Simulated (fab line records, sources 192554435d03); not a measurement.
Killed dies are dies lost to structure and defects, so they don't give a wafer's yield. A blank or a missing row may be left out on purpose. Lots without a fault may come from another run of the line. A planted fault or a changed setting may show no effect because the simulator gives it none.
Split-lot experiment | flow n5_finfet | 7 lots, 39 wafers read, on a route of 1938 steps

THE SPLIT
At N5_BEOL_M14_ETCH_68 (etches SOC in N2/H2, time 450 s), the setting target_depth_a was moved away from the recipe's 9000 angstrom on 15 of the 39 wafers read, by -15.7% to +49.0%. The other wafers ran this setting at the recipe's value.

The reading is taken at the split's own step.

THE READING
SiARC_of_BEOL_M14_COAT_66.thk_nm (the simulator's own value, which no gauge read), in nm, at N5_BEOL_M14_ETCH_68 (etches SOC in N2/H2, time 450 s). The file gives no usual value for it. The 24 wafers here that ran the recipe average 65.6 nm, standard deviation 0.63 nm.

wafer  | tool, chamber at the split | target_depth_a as run, angstrom | against the recipe | SiARC_of_BEOL_M14_COAT_66.thk_nm, nm | against lot-mates on the recipe
L074.1 | rie_diel-03, 2             | 9000                            | recipe             | 65.8                                 | -
L074.2 | rie_diel-03, 3             | 13120                           | +45.8%             | 42.4                                 | -22.9
L074.3 | rie_diel-03, 1             | 13120                           | +45.8%             | 44                                   | -21.3
L074.4 | rie_diel-03, 0             | 9000                            | recipe             | 64.6                                 | -
L074.5 | rie_diel-03, 3             | 13120                           | +45.8%             | 42.8                                 | -22.5
L074.6 | rie_diel-03, 2             | 9000                            | recipe             | 65.6                                 | -
L082.3 | rie_diel-06, 3             | 9000                            | recipe             | 66.6                                 | -
L082.4 | rie_diel-06, 0             | 9000                            | recipe             | 65                                   | -
L082.5 | rie_diel-06, 1             | 9000                            | recipe             | 65.8                                 | -
L084.1 | rie_diel-05, 0             | 9000                            | recipe             | 66.2                                 | -
L084.2 | rie_diel-05, 3             | 13410                           | +49.0%             | 42.6                                 | -23.5
L084.3 | rie_diel-05, 1             | 9000                            | recipe             | 66.4                                 | -
L084.4 | rie_diel-05, 2             | 9000                            | recipe             | 65.6                                 | -
L084.5 | rie_diel-05, 3             | 13410                           | +49.0%             | 42.4                                 | -23.7
L084.6 | rie_diel-05, 0             | 13410                           | +49.0%             | 44.8                                 | -21.3
L092.1 | rie_diel-03, 2             | 13230                           | +47.0%             | 45.8                                 | -19.5
L092.2 | rie_diel-03, 3             | 13230                           | +47.0%             | 43                                   | -22.3
L092.3 | rie_diel-03, 0             | 9000                            | recipe             | 65.8                                 | -
L092.4 | rie_diel-03, 1             | 13230                           | +47.0%             | 43.8                                 | -21.5
L092.5 | rie_diel-03, 0             | 9000                            | recipe             | 65.4                                 | -
L092.6 | rie_diel-03, 1             | 9000                            | recipe             | 64.8                                 | -
L090.1 | rie_diel-05, 2             | 9000                            | recipe             | 65.6                                 | -
L090.2 | rie_diel-05, 1             | 7583                            | -15.7%             | 73.4                                 | +8.1
L090.3 | rie_diel-05, 3             | 9000                            | recipe             | 64                                   | -
L090.4 | rie_diel-05, 1             | 9000                            | recipe             | 66.4                                 | -
L090.5 | rie_diel-05, 2             | 7583                            | -15.7%             | 72.6                                 | +7.3
L090.6 | rie_diel-05, 3             | 7583                            | -15.7%             | 71.6                                 | +6.3
L097.1 | rie_diel-03, 2             | 9000                            | recipe             | 66.4                                 | -
L097.2 | rie_diel-03, 3             | 9000                            | recipe             | 64.6                                 | -
L097.3 | rie_diel-03, 0             | 9000                            | recipe             | 65.6                                 | -
L097.4 | rie_diel-03, 1             | 9000                            | recipe             | 65.2                                 | -
L097.5 | rie_diel-03, 1             | 9000                            | recipe             | 65.2                                 | -
L097.6 | rie_diel-03, 0             | 9000                            | recipe             | 65.8                                 | -
L096.1 | rie_diel-03, 1             | 12810                           | +42.3%             | 45.6                                 | -20.1
L096.2 | rie_diel-03, 0             | 12810                           | +42.3%             | 47.2                                 | -18.5
L096.3 | rie_diel-03, 3             | 12810                           | +42.3%             | 45                                   | -20.7
L096.4 | rie_diel-03, 2             | 9000                            | recipe             | 65.8                                 | -
L096.5 | rie_diel-03, 2             | 9000                            | recipe             | 66                                   | -
L096.6 | rie_diel-03, 1             | 9000                            | recipe             | 65.4                                 | -

THE FIT
A straight line over all 39 wafers: SiARC_of_BEOL_M14_COAT_66.thk_nm changes by -0.464 nm for each +1% of target_depth_a; r = -1.00; the points scatter about the line by 0.89 nm.
The same after taking each lot's own level away (the mean of its wafers on the recipe; 39 wafers): -0.466 nm for each +1%; r = -1.00; scatter 0.83 nm.
On that fit, the largest move of target_depth_a shifts the reading by 23 nm.
The lots' own levels span 65.33 to 66.07 nm, that is 1.2 times the standard deviation above.
So the lot-to-lot level changes the slope little: the two slopes agree.
Check: with one of the wafers moved furthest among these (+49.0%) left out of the fit, the line predicts -22.8 nm for it against its lot-mates. It came out at -23.5 nm against them.

OTHER SPLITS ON THESE WAFERS
These wafers also went through other splits before the reading. Each is held against what the fit with the lots' levels taken away leaves over:
other split on the same wafers      | wafers away from the commonest value | r with SiARC_of_BEOL_M14_COAT_66.thk_nm (lot level and that fit taken away)
N5_BEOL_M13_ILD_DEP_00 target_thk_a | 15                                   | +0.02

THE FILE'S OWN FIT
SiARC_of_BEOL_M14_COAT_66.thk_nm changes by -0.467 nm for each +1% of target_depth_a, r = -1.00.
